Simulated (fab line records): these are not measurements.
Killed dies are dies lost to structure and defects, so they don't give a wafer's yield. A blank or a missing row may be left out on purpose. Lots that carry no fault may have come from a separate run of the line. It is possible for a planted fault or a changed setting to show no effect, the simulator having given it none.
A struck lot beside a sound one	flow n5-finfet	41 steps out of a route of 1938
Sound: these wafers, L463.2, L463.5, L463.6. Struck: wafer L477.2. (L477.1, L477.6 of the same lot were not struck and are left out.) The cause comes at the end.
Order at every step that has rows: each side's tool, ch and its chambers, its first start. Under that, the readings that differ: sound wafers	struck wafers	difference of the means	sigmas: that difference in standard deviations of wafers without a fault.
alike: readings with means less than 2 such deviations apart, plus words and numbers identical on both sides. not compared: withheld readings, readings lacking a value on some wafer, bounds such as >300 that could conceal the same value, and numbers that have no deviation in the record and whose values overlap.
Wherever a step has rows on one side only, a row that says differs or no value, or a row with sigmas, the two part there. Numbers that don't overlap but have no deviation are shown without sigmas and don't part them. Lack of a reading on every wafer of one side parts them only where that side has two or more wafers.

first, 3 steps without rows for these wafers: N5_BEOL_M9_TRENCH_ETCH_37 (etches SiCOH lowk in C4F6/O2, target depth 151.43 nm, time 49 s); N5_BEOL_M9_ETCH_41 (etches SiCN in CH3F/O2, target depth 36.6 nm, time 70.1 s); N5_BEOL_M9_STRIP_80 (strips in N2/H2, time 10 s).
N5_BEOL_M9_OCD_MEAS_38:
  struck on ocd-01, day 16 02:11; sound on ocd-02, day 12 10:14
  alike: trench-depth-nm
then, 4 steps without rows for these wafers: N5_BEOL_M9_HM_STRIP_39 (strips TiN in peroxide tin strip, target depth 25 nm, time 158 s); N5_BEOL_M9_SRD_40 (time 30 s); N5_BEOL_M9_PRECLEAN_42 (cleans in residue remover, time 60 s); N5_BEOL_M9_SRD_43 (time 30 s).
N5_BEOL_M9_CD_MEAS_35: target cd 70 nm, target cd y 40 nm.
  struck on cd-sem-02, day 16 02:20; sound on cd-sem-01, day 12 10:23
  alike: cd-nm
then, 2 steps without rows for these wafers: N5_BEOL_M9_CURE_72 (cures SiCOH lowk, time 120 s); N5_BEOL_M9_DEGAS_44 (time 60 s).
N5_BEOL_M9_PRE_CLEAN_45: time 30 s.
  struck on pvd-sputter-02, day 16 02:50; sound on pvd-sputter-03, day 12 11:22
  alike: heater-power-w
N5_BEOL_M9_ALD_74: deposits TaN, target thk 2 nm, pulse time 2 s, purge time 3 s.
  sound on ald-metal-01 ch 0,3, day 12 11:28; struck on ald-metal-03 ch 0, day 16 02:53
reading	sound	struck	difference	sigmas
heater-power-w (W)	468 474 464	381	-88	-3
  alike: precursor-vessel-carrier-sccm
then, 2 steps without rows for these wafers: N5_BEOL_M9_SURFACE_TREAT_79; N5_BEOL_M9_CVD_78 (deposits Co from CCTBA/H2, target thk 2 nm, time 138.9 s).
N5_BEOL_M9_SPUTTER_48: material Cu, target thk 12 nm, time 2 s.
  struck on pvd-sputter-03, day 16 03:26; sound on pvd-sputter-01, day 12 13:40
  alike: throttle-valve-pct
then, 1 step without rows for these wafers: N5_BEOL_M9_ECD_50 (material Cu, target thk 318 nm).
N5_BEOL_M9_ANNEAL_51: time 90 s.
  sound on rtp-anneal-01 ch 0, day 12 14:01; struck on rtp-anneal-01 ch 0, day 16 03:47
  alike: wafer_temp_C_max
then, 1 step without rows for these wafers: N5_BEOL_M9_CMP_52 (polishes, stops on SiCOH lowk, t overpolish 7 s, target thk 140 nm).
N5_BEOL_M9_THK_MEAS_53: measures by xrf.
  struck on film-metro-01, day 16 04:22; sound on film-metro-01, day 12 14:34
  alike: M9_THK
then, 2 steps without rows for these wafers: N5_BEOL_M9_PRE_CLEAN_55 (time 15 s); N5_BEOL_M9_DEP_56 (deposits SiCN from 3MS/NH3, target thk 15 nm, time 26.5 s).
N5_BEOL_M9_RS_MEAS_57: the measuring method here is four-point-probe.
  struck on film-metro-02, day 16 04:31; sound on film-metro-01, day 12 14:41
  alike: M9_RS
N5_BEOL_M10_ILD_DEP_00: deposits SiCOH lowk from DEMS/porogen, target thk 308.51 nm, time 58 s.
  sound on pecvd-03 ch 1,2, day 12 14:45; struck on pecvd-01 ch 2, day 16 04:34
  alike: heater-power-w, showerhead-plenum-p-Torr, throttle-valve-pct
then, 1 step without rows for these wafers: N5_BEOL_M10_CURE_71 (cures SiCOH lowk, time 240 s).
N5_BEOL_M10_THK_MEAS_01:
  struck on film-metro-02, day 16 05:10; sound on film-metro-01, day 12 15:21
reading	sound	struck	difference	sigmas
M10_ILD_THK (nm)	267 272 273	259	-12	-3
then, 1 step without rows for these wafers: N5_BEOL_M10_PECVD_70 (deposits SiO2 from TEOS/O2, target thk 20 nm, time 22.7 s).
N5_BEOL_M10_HM_DEP_02: deposits TiN, target thk 20 nm.
  struck on pvd-sputter-03, day 16 05:51; sound on pvd-sputter-01, day 12 17:01
  alike: throttle-valve-pct
then, 8 steps without rows for these wafers: N5_BEOL_M10_COAT_59 (time 60 s, resist thk 100 nm); N5_BEOL_M10_COAT_60 (time 60 s, resist thk 30 nm); N5_BEOL_M10_COAT_05 (resist thk 90 nm); N5_BEOL_M10_EBR_07; N5_BEOL_M10_SOFTBAKE_06 (time 60 s); N5_BEOL_M10_EXPOSE_08 (exposes mask M10); N5_BEOL_M10_PEB_09 (peb time 60 s); N5_BEOL_M10_DEVELOP_10 (develop time 30 s).
N5_BEOL_M10_CD_MEAS_11: the cd target is 64.1 nm.
  sound on cd-sem-01 ch 0, day 12 17:31; struck on cd-sem-02 ch 0, day 16 06:14
  alike: cd-nm
N5_BEOL_M10_OVL_MEAS_12:
  sound on overlay-02 ch 0, day 12 17:32; struck on overlay-02 ch 0, day 16 06:16
  alike: M10_OVL
then, 2 steps without rows for these wafers: N5_BEOL_M10_DESCUM_16 (chemistry O2, time 7.9 s); N5_BEOL_M10_ETCH_61 (etches SiARC in CF4, target depth 39 nm, time 65 s).
-- the record jumps here: 2 days lie between the struck wafers' starts before and after (it left off in module BEOL_M10 and takes up again in module PASSIVATION, whose first step shown is number 1936 of the route) --
N5_PASSIVATION_PROBE_49:
  struck on prober-01, day 18 15:46; sound on prober-02, day 15 03:05
reading	sound	struck	difference	sigmas
defect-limited-yield (%)	90.3 91.3 91.9	83.0	-8.2	-6
killed_at_M4_up	14 9 13	126	+114	+22
killed-dies	115 103 95	201	+97	+6
killed-on-rim	12 13 15	24	+11	+3
sort_bin_5_function (%)	5.5 5.3 4.1	10.8	+5.8	+7
sort-n-pass	1065 1077 1085	979	-97	-6
sort-yield-pct (%)	90.3 91.3 91.9	83.0	-8.2	-5
  alike: killed_at_M0_to_M3, killed-at-contacts, killed-at-front-end, killed-at-other, killed-open, killed-short, sort_bin_6_memory

== WHERE THEY PART ==
Last at N5_PASSIVATION_PROBE_49 as far as this record goes, first at N5_BEOL_M9_ALD_74.

WHY: what the simulator had put in
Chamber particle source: ald-metal-03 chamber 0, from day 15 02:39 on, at N5_BEOL_M9_ALD_74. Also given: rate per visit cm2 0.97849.
